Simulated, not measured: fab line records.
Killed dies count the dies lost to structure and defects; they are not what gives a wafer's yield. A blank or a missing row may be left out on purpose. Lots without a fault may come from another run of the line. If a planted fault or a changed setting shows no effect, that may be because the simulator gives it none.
Matching of chambers | flow nandHarc | NHARC_A_CONTACT_CMP_20 on cmp-01 has 4 sister chambers
The step polishes, t overpolish 30 s, target thk 300 nm. 4 wafers are shown with their chamber, then 7 later ones without.

## EACH WAFER AND ITS CHAMBER
wafer  | chamber | motorCurrentA (A)
L084.6 | 3       | 12.4
L091.1 | 0       | 13.4
L089.2 | 2       | 13.5
L089.4 | 1       | 10.2

## WAFERS WITH NO CHAMBER GIVEN
wafer  | motorCurrentA (A)
L089.6 | 9.9
L093.3 | 12.9
L093.4 | 10.3
L093.5 | 9.7
L095.2 | 14.1
L095.5 | 10.0
L095.6 | 12.9

## THE CHAMBER EACH PASSED THROUGH
wafer  | from the rows above          | in truth
L089.6 | 1                            | 1
L093.3 | can't be placed: 0 or 3 or 2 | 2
L093.4 | 1                            | 1
L093.5 | 1                            | 1
L095.2 | can't be placed: 2 or 0      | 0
L095.5 | 1                            | 1
L095.6 | can't be placed: 0 or 3 or 2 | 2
Placed correctly: 4 of 7. These rows do not allow placing 3 (true chamber among the candidates in 3). Number placed wrongly: 0.
How it was worked out, from the rows above alone: a wafer's distance from a chamber is the root of the sum, over the readings, of the square of ((its reading less the chamber's mean) divided by the reading's scatter). If the next closest chamber is less than 2 further off than the closest, the wafer can't be placed; otherwise it belongs to the closest. The mean given for a chamber averages the wafers shown for that chamber. The scatter: with one shown wafer a chamber, the root of the mean of the squares of how far each hidden wafer lies from its nearest shown one.
